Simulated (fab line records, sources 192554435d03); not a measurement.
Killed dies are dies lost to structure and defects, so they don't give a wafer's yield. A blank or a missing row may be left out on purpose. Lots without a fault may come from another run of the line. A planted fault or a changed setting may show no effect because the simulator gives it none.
Which tool did it? | flow n5_finfet | 9 lots, 27 wafers sampled, at 6 steps of a route of 1938

WHAT THE GAUGES READ, wafer by wafer
N5_BEOL_M4_RC_MEAS_101. Usual: DIBL_N 35.9 mV/V, standard deviation 1.4; DIBL_P 35.9 mV/V, standard deviation 1.7; IOFF_N 0.160 nA/um, standard deviation 0.026; IOFF_P 0.21 nA/um, standard deviation 0.036; ION_N 672 uA/um, standard deviation 11; ION_P 461 uA/um, standard deviation 8.1; SS_N 71.4 mV/dec, standard deviation 0.54; SS_P 73.2 mV/dec, standard deviation 0.67; VT_N 249.3 mV, standard deviation 2.7; VT_P -250 mV, standard deviation 3.9.
lot  | measured     | on        | DIBL_N (mV/V)  | DIBL_P (mV/V)  | IOFF_N (nA/um)    | IOFF_P (nA/um) | ION_N (uA/um) | ION_P (uA/um) | SS_N (mV/dec)  | SS_P (mV/dec)  | VT_N (mV)         | VT_P (mV)      | flag
L616 | day 9 04:48  | prober-02 | 36.3 38.0 36.7 | 36.2 39.1 35.7 | 0.161 0.208 0.169 | 0.22 0.28 0.21 | 674 682 674   | 462 465 454   | 71.1 72.0 71.8 | 74.1 73.7 73.2 | 249.6 246.3 250.4 | -247 -248 -247 |
L620 | day 9 16:41  | prober-01 | 36.4 36.4 35.4 | 34.8 35.9 34.2 | 0.153 0.160 0.147 | 0.20 0.23 0.20 | 671 677 670   | 464 474 465   | 71.4 71.3 70.6 | 73.4 73.2 72.6 | 250.6 248.7 249.6 | -250 -247 -246 |
L625 | day 11 10:02 | prober-02 | 38.3 35.8 36.1 | 39.4 36.3 36.8 | 0.204 0.158 0.169 | 0.25 0.20 0.21 | 676 686 687   | 464 466 463   | 72.0 71.6 71.7 | 73.9 72.9 72.5 | 243.8 248.7 245.5 | -250 -250 -251 |
L634 | day 13 03:45 | prober-02 | 40.2 35.4 37.4 | 39.1 34.9 37.0 | 0.228 0.132 0.165 | 0.27 0.19 0.22 | 677 672 682   | 468 462 465   | 72.5 70.7 71.2 | 74.4 72.5 73.3 | 246.0 252.0 247.7 | -248 -254 -249 |
L635 | day 13 21:41 | prober-01 | 36.2 35.4 34.2 | 37.0 37.1 34.5 | 0.186 0.171 0.136 | 0.23 0.22 0.18 | 670 690 660   | 458 465 451   | 72.1 71.6 71.1 | 73.9 74.4 72.8 | 245.1 248.0 251.7 | -248 -250 -253 |
L636 | day 14 04:16 | prober-02 | 36.1 35.0 38.2 | 36.2 35.4 39.4 | 0.149 0.136 0.190 | 0.18 0.17 0.24 | 665 678 675   | 456 459 462   | 71.0 70.9 71.5 | 72.9 73.7 74.2 | 252.6 253.1 249.5 | -253 -255 -248 |

WHICH TOOL RAN EACH LOT (tool, then ch and the chambers of the sampled wafers, then the start)
lot  | N5_BEOL_M2_ALD_98                 | N5_BEOL_M2_ETCHBACK_99             | N5_BEOL_M2_CVD_47                | N5_BEOL_M2_SPUTTER_81        | N5_BEOL_M2_CMP_52
L616 | ald_sin-03 ch 1,2,3, day 7 21:16  | rie_diel-01 ch 0,2,3, day 8 03:58  | cvd_co-02 ch 1,2, day 8 05:14    | pvd_sputter-03, day 8 05:58  | cmp-01 ch 1,2,3, day 8 07:59
L620 | ald_sin-01 ch 1,2,3, day 8 13:48  | rie_diel-05 ch 1,2,3, day 8 15:03  | cvd_co-01 ch 0,2, day 8 16:37    | pvd_sputter-03, day 8 17:22  | cmp-01 ch 0,1,3, day 8 19:13
L625 | ald_sin-03 ch 0,2,3, day 9 12:02  | rie_diel-01 ch 0,1,3, day 10 05:33 | cvd_co-01 ch 0,2, day 10 07:11   | pvd_sputter-02, day 10 07:50 | cmp-03 ch 1,2, day 10 09:41
L629 | ald_sin-04 ch 0,1,3, day 10 22:25 | rie_diel-06 ch 1,3, day 11 02:20   | cvd_co-02 ch 0,2, day 11 03:50   | pvd_sputter-02, day 11 04:28 | cmp-03 ch 1,2,3, day 11 06:22
L630 | ald_sin-03 ch 0,1, day 11 01:48   | rie_diel-01 ch 0,1,3, day 11 02:07 | cvd_co-01 ch 0,1,2, day 11 03:22 | pvd_sputter-01, day 11 03:55 | cmp-04 ch 0,1, day 11 05:43
L631 | ald_sin-01 ch 1,2,3, day 11 03:56 | rie_diel-06 ch 1,2,3, day 11 06:44 | cvd_co-01 ch 0,1,2, day 11 08:38 | pvd_sputter-01, day 11 09:14 | cmp-03 ch 0,2,3, day 11 11:04
L634 | ald_sin-04 ch 0,1,3, day 11 23:26 | rie_diel-01 ch 0,1,2, day 12 03:24 | cvd_co-01 ch 0,2, day 12 04:51   | pvd_sputter-01, day 12 05:40 | cmp-03 ch 0,1,3, day 12 07:34
L635 | ald_sin-03 ch 0,1,2, day 12 05:28 | rie_diel-06 ch 0,3, day 12 11:14   | cvd_co-01 ch 1,2, day 12 13:17   | pvd_sputter-01, day 12 14:05 | cmp-01 ch 1,3, day 12 15:57
L636 | ald_sin-04 ch 1,3, day 12 14:07   | rie_diel-05 ch 1,2,3, day 12 15:21 | cvd_co-01 ch 1,2, day 12 16:44   | pvd_sputter-03, day 12 17:22 | cmp-03 ch 0,1,2, day 12 19:13
- N5_BEOL_M2_ALD_98: deposits SiO2, target thk 2.5 nm, pulse time 1 s, co reactant pulse time 1 s.
- N5_BEOL_M2_ETCHBACK_99: etches SiO2 in CHF3, target depth 5 nm, time 10.4 s.
- N5_BEOL_M2_CVD_47: deposits Co from CCTBA/H2, target thk 3 nm, time 223.8 s.
- N5_BEOL_M2_SPUTTER_81: material Cu, target thk 4.5 nm, time 8.29 s.
- N5_BEOL_M2_CMP_52: polishes, stops on SiOC, t overpolish 6.8 s, target thk 40 nm.

WHAT THE TOOLS THEMSELVES READ (means of the sampled wafers that have a number; where no wafer has one, the mark that the record gives instead)
N5_BEOL_M2_ALD_98. Usual: heater_power_w 79 W, standard deviation 8.4; precursor_pulse_height_rel 1.001, standard deviation 0.022.
lot  | tool       | heater_power_w (W) | precursor_pulse_height_rel | flag
L616 | ald_sin-03 | 72                 | 0.989                      |
L620 | ald_sin-01 | 76                 | 0.986                      |
L625 | ald_sin-03 | 78                 | 1.006                      |
L629 | ald_sin-04 | 81                 | 0.998                      |
L630 | ald_sin-03 | 81                 | 1.021                      |
L631 | ald_sin-01 | 75                 | 1.005                      |
L634 | ald_sin-04 | 81                 | 0.993                      |
L635 | ald_sin-03 | 75                 | 0.990                      |
L636 | ald_sin-04 | 83                 | 1.019                      |

N5_BEOL_M2_ETCHBACK_99. Usual: drypump_motor_current_A 5.7 A, standard deviation 0.4; oes_product_au 0.75 a.u., standard deviation 0.078; rf_vpp_V 240 V, standard deviation 3.7; showerhead_plenum_p_Torr 2.15 Torr, standard deviation 0.086; throttle_valve_pct 17.14 %, standard deviation 0.16.
lot  | tool        | drypump_motor_current_A (A) | oes_product_au (a.u.) | rf_vpp_V (V) | showerhead_plenum_p_Torr (Torr) | throttle_valve_pct (%) | flag
L616 | rie_diel-01 | 5.7                         | 0.73                  | 241          | 2.18                            | 17.02                  |
L620 | rie_diel-05 | 5.7                         | 0.78                  | 239          | 2.17                            | 17.18                  |
L625 | rie_diel-01 | 5.6                         | 0.73                  | 238          | 2.14                            | 17.11                  |
L629 | rie_diel-06 | 5.7                         | 0.88                  | 243          | 2.17                            | 17.06                  |
L630 | rie_diel-01 | 5.6                         | 0.72                  | 240          | 2.14                            | 17.14                  |
L631 | rie_diel-06 | 5.7                         | 0.80                  | 244          | 2.13                            | 17.09                  |
L634 | rie_diel-01 | 6.0                         | 0.80                  | 238          | 2.16                            | 16.97                  |
L635 | rie_diel-06 | 5.8                         | 0.75                  | 243          | 2.23                            | 17.18                  |
L636 | rie_diel-05 | 5.7                         | 0.83                  | 241          | 2.24                            | 17.07                  |

N5_BEOL_M2_CVD_47. Usual: chamber_pressure_Torr 29.99 Torr, standard deviation 0.069; run_length_s 247.0 s, standard deviation 0.59.
lot  | tool      | chamber_pressure_Torr (Torr) | run_length_s (s) | flag
L616 | cvd_co-02 | 29.93                        | 247.5            |
L620 | cvd_co-01 | 29.95                        | 246.4            |
L625 | cvd_co-01 | 29.99                        | 246.5            |
L629 | cvd_co-02 | -                            | -                | OFF
L630 | cvd_co-01 | -                            | -                | OFF
L631 | cvd_co-01 | -                            | -                | OFF
L634 | cvd_co-01 | 29.94                        | 246.8            |
L635 | cvd_co-01 | 29.98                        | 247.0            |
L636 | cvd_co-01 | 30.04                        | 247.0            |

N5_BEOL_M2_SPUTTER_81. Usual: substrate_temp_c -20.00 C, standard deviation 0.11; throttle_valve_pct 29.9 %, standard deviation 1.3.
lot  | tool           | substrate_temp_c (C) | throttle_valve_pct (%) | flag
L616 | pvd_sputter-03 | -20.00               | 30.0                   |
L620 | pvd_sputter-03 | -20.06               | 30.4                   |
L625 | pvd_sputter-02 | -19.90               | 30.8                   |
L629 | pvd_sputter-02 | -20.00               | 30.8                   |
L630 | pvd_sputter-01 | -20.06               | 29.8                   |
L631 | pvd_sputter-01 | -20.01               | 29.7                   |
L634 | pvd_sputter-01 | -19.91               | 30.0                   |
L635 | pvd_sputter-01 | -20.05               | 30.0                   |
L636 | pvd_sputter-03 | -20.09               | 29.4                   |

N5_BEOL_M2_CMP_52. Usual: barrier_field_endpoint_s 24.9 s, standard deviation 0.78; edge_zone_pressure_frac 1.000, standard deviation 0.005; motor_current_A 6.0 A, standard deviation 0.64; slurry_flow_ml_min 149.9, standard deviation 0.45.
lot  | tool   | barrier_field_endpoint_s (s) | edge_zone_pressure_frac | motor_current_A (A) | slurry_flow_ml_min | flag
L616 | cmp-01 | 25.2                         | 0.997                   | 5.6                 | 149.9              |
L620 | cmp-01 | 26.0                         | 1.000                   | 5.7                 | 149.8              |
L625 | cmp-03 | 24.3                         | 1.000                   | 6.2                 | 149.9              |
L629 | cmp-03 | 20.9                         | 1.002                   | 6.2                 | 150.2              | OFF
L630 | cmp-04 | 21.8                         | 0.992                   | 5.4                 | 149.6              | OFF
L631 | cmp-03 | 20.6                         | 1.002                   | 6.3                 | 149.8              | OFF
L634 | cmp-03 | 24.7                         | 1.002                   | 6.3                 | 149.5              |
L635 | cmp-01 | 24.6                         | 1.001                   | 5.2                 | 149.8              |
L636 | cmp-03 | 24.1                         | 1.001                   | 6.5                 | 149.7              |

THE ANSWER, worked out from the rows above alone
Rule: a lot is off if the mean of its wafers that have a number lies more than 3 standard deviations from the usual mean. A lot without any number at a reading at which 4 lots or more have one is off too. The other lots that the step has rows for count as sound. The gauges are gone through in route order, then the tools' own readings, and for those a lot's mean is taken as printed above. The first step at which some lot is off is used, and at that step the reading that is off furthest; a lot without a number counts as furthest.
Off: L629, L630, L631, at N5_BEOL_M2_CVD_47 (chamber_pressure_Torr). Without a number there: L629, L630, L631.
A tool fits if, at that step or a process step before it, it ran every lot that is off, and no sound lot after the first of them. None of those tried fits.

WHAT THE SIMULATOR HAD PUT IN
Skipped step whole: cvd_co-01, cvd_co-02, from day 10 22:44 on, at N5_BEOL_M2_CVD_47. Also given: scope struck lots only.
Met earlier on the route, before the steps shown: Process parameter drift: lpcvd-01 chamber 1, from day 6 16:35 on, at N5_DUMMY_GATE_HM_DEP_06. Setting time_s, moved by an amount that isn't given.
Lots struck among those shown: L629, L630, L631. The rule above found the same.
